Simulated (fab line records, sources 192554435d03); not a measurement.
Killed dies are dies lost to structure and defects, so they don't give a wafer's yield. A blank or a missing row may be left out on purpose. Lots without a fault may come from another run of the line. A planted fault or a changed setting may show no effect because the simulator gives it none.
Split-lot experiment | flow n5_finfet | 7 lots, 21 wafers read, on a route of 1938 steps

THE SPLIT
At N5_BEOL_M4_COAT_67 (time 60 s, resist thk 60 nm), the setting spin_rpm was moved away from the recipe's 1500 rpm on 6 of the 21 wafers read, by -8.4% to +8.7%. The other wafers ran this setting at the recipe's value.

The reading is taken at the split's own step.

THE READING
SOC_of_BEOL_M4_COAT_67.thk_nm (the simulator's own value, which no gauge read), in nm, at N5_BEOL_M4_COAT_67 (time 60 s, resist thk 60 nm). The file gives no usual value for it. The 15 wafers here that ran the recipe average 60.1 nm, standard deviation 0.14 nm.

wafer  | tool, chamber at the split | spin_rpm as run, rpm | against the recipe | SOC_of_BEOL_M4_COAT_67.thk_nm, nm | against lot-mates on the recipe
L076.3 | litho_track-03, 0          | 1402                 | -6.5%              | 62.2                              | +2.0
L076.6 | litho_track-03, 0          | 1402                 | -6.5%              | 62.2                              | +2.0
L076.4 | litho_track-03, 0          | 1500                 | recipe             | 60.2                              | -
L077.1 | litho_track-01, 0          | 1500                 | recipe             | 60.4                              | -
L077.2 | litho_track-01, 0          | 1500                 | recipe             | 60                                | -
L077.5 | litho_track-01, 0          | 1500                 | recipe             | 60                                | -
L085.1 | litho_track-02, 0          | 1500                 | recipe             | 60                                | -
L085.4 | litho_track-02, 0          | 1500                 | recipe             | 60                                | -
L085.5 | litho_track-02, 0          | 1589                 | +5.9%              | 58.4                              | -1.6
L088.1 | litho_track-02, 0          | 1374                 | -8.4%              | 63                                | +2.8
L088.4 | litho_track-02, 0          | 1374                 | -8.4%              | 63                                | +2.8
L088.5 | litho_track-02, 0          | 1500                 | recipe             | 60.2                              | -
L093.1 | litho_track-02, 0          | 1500                 | recipe             | 59.8                              | -
L093.3 | litho_track-02, 0          | 1631                 | +8.7%              | 57.4                              | -2.5
L093.6 | litho_track-02, 0          | 1500                 | recipe             | 60                                | -
L094.2 | litho_track-01, 0          | 1500                 | recipe             | 60                                | -
L094.5 | litho_track-01, 0          | 1500                 | recipe             | 60                                | -
L094.6 | litho_track-01, 0          | 1500                 | recipe             | 60                                | -
L092.1 | litho_track-02, 0          | 1500                 | recipe             | 60.2                              | -
L092.2 | litho_track-02, 0          | 1500                 | recipe             | 60.2                              | -
L092.3 | litho_track-02, 0          | 1500                 | recipe             | 60                                | -

THE FIT
A straight line over all 21 wafers: SOC_of_BEOL_M4_COAT_67.thk_nm changes by -0.325 nm for each +1% of spin_rpm; r = -0.99; the points scatter about the line by 0.15 nm.
The same after taking each lot's own level away (the mean of its wafers on the recipe; 21 wafers): -0.307 nm for each +1%; r = -1.00; scatter 0.13 nm.
On that fit, the largest move of spin_rpm shifts the reading by 2.7 nm.
The lots' own levels span 59.90 to 60.20 nm, that is 2.1 times the standard deviation above.
So the lot-to-lot level changes the slope little: the two slopes agree.
Check: with one of the wafers moved furthest among these (+8.7%) left out of the fit, the line predicts -2.71 nm for it against its lot-mates. It came out at -2.5 nm against them.

OTHER SPLITS ON THESE WAFERS
These wafers also went through other splits before the reading. Each is held against what the fit with the lots' levels taken away leaves over:
other split on the same wafers             | wafers away from the commonest value | r with SOC_of_BEOL_M4_COAT_67.thk_nm (lot level and that fit taken away)
N5_MOL_CONTACT_COAG_ETCH_47 over_etch_frac | 8                                    | -0.03
N5_BEOL_M0_SAQP_SPACER1_ALD_98 temp_c      | 5                                    | +0.18
N5_BEOL_M0_SAQP_DESCUM_45 time_s           | 8                                    | -0.36
N5_BEOL_M0_CUTY_COAT_50 spin_rpm           | 5                                    | +0.44
N5_BEOL_M1_ETCH_64 bias_w                  | 12                                   | +0.05
N5_BEOL_M1_SPUTTER_86 time_s               | 7                                    | -0.07
N5_BEOL_M3_HM_DEP_02 target_thk_a          | 7                                    | -0.36
N5_BEOL_M3_COAT_05 spin_rpm                | 9                                    | -0.10
N5_BEOL_M4_COAT_73 spin_rpm                | 4                                    | +0.24
N5_BEOL_M4_EXPOSE_08 dose_mj               | 9                                    | +0.36

THE FILE'S OWN FIT
SOC_of_BEOL_M4_COAT_67.thk_nm changes by -0.302 nm for each +1% of spin_rpm, r = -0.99.
